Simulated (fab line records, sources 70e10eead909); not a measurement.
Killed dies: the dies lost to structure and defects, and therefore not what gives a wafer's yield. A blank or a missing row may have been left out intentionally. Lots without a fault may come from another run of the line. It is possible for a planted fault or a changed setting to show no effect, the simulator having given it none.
8D (eight disciplines) problem report, filled in by code	flow nand harc	the parts of the form that need people (team, actions taken, sign-off) are left out

1. WHAT WENT WRONG
Mean of n2o flow sccm at NHARC_A_ONON_D1_DEP_22: 1596 sccm across 6 wafers in 2 lots; on wafers with no fault it is 2000 sccm (standard deviation 6). That puts it -67 standard deviations away from the usual mean.
The step: target thk 1000 nm.
First seen on wafer L502.2, day 11 01:27, on pecvd onon-01. Wafers with a number at this step in the record: 42, from 14 lots. Rule for "out" (also "out of limits"): further than 4 standard deviations from the usual mean. All remaining wafers that have a number are taken as sound.

2. WHAT IT IS AND WHAT IT IS NOT
question	is	is not
which readings at this step	n2o flow sccm	-
which lots	L502, L503	L495, L496, L500, L501, L508, L512, L513, L514, L515, L516, L517, L518
which wafers of those lots	all that have a number	-
read on which tools	pecvd onon-01	pecvd onon-03, pecvd onon-04
when	from day 11 01:27	up to then (12 sound wafers); but 24 sound wafers of L508, L512, L513, L514, L515, L516, L517, L518 came after

3. SUSPECTS, AND WHAT RULES EACH OUT
Counting: a tool at any process step up to the reading remains a suspect when it ran all the lots that are out and ran no sound lot after the first of those.
- rtp anneal-01 at NHARC_A_ZERO_WELL_RTA_16 (time 10 s): ruled out as a lasting fault. The sound lots L514, L515, L517 went through it after L502, its earliest lot that is out (day 9 14:18).
- pecvd onon-01 at NHARC_A_ONON_D1_DEP_22 (target thk 1000 nm): ruled out as a lasting fault. The sound lots L515, L516 went through it after L502, its earliest lot that is out (day 11 01:27).
Left after counting: nothing in the record.

4. THE CAUSE (what the simulator had put in)
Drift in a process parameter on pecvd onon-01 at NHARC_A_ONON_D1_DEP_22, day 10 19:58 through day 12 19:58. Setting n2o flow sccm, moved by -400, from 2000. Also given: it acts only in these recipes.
Counting ruled it out, wrongly.

5. THE EFFECT CHAIN, in route order
Rows list readings where the struck wafers' mean (over those with a number) sits beyond 3 standard deviations from the usual. Readings are gone through only where the record gives a usual standard deviation; hours: the median, over the lots, of the time from a lot's start at the first step in this table giving one to that lot's start at this step; sigmas: the change measured in usual standard deviations.
hours	step	reading	usual	on struck wafers	change	sigmas
0	NHARC_A_ONON_D1_DEP_22	n2o flow sccm	2000 sccm	1596	-404	-67
Here are the process steps it includes:
- NHARC_A_ONON_D1_DEP_22: target thk 1000 nm.
Later measuring or inspecting steps at which every struck wafer that the step has a row for has a number for every such reading, and none has moved that far: NHARC_A_ONON_D1_THK_MEAS_27.

6. HOW IT WOULD HAVE BEEN CAUGHT EARLIER
The fault began at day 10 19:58; the first out-of-limits reading in this record came at day 11 01:27, 5 hours later.
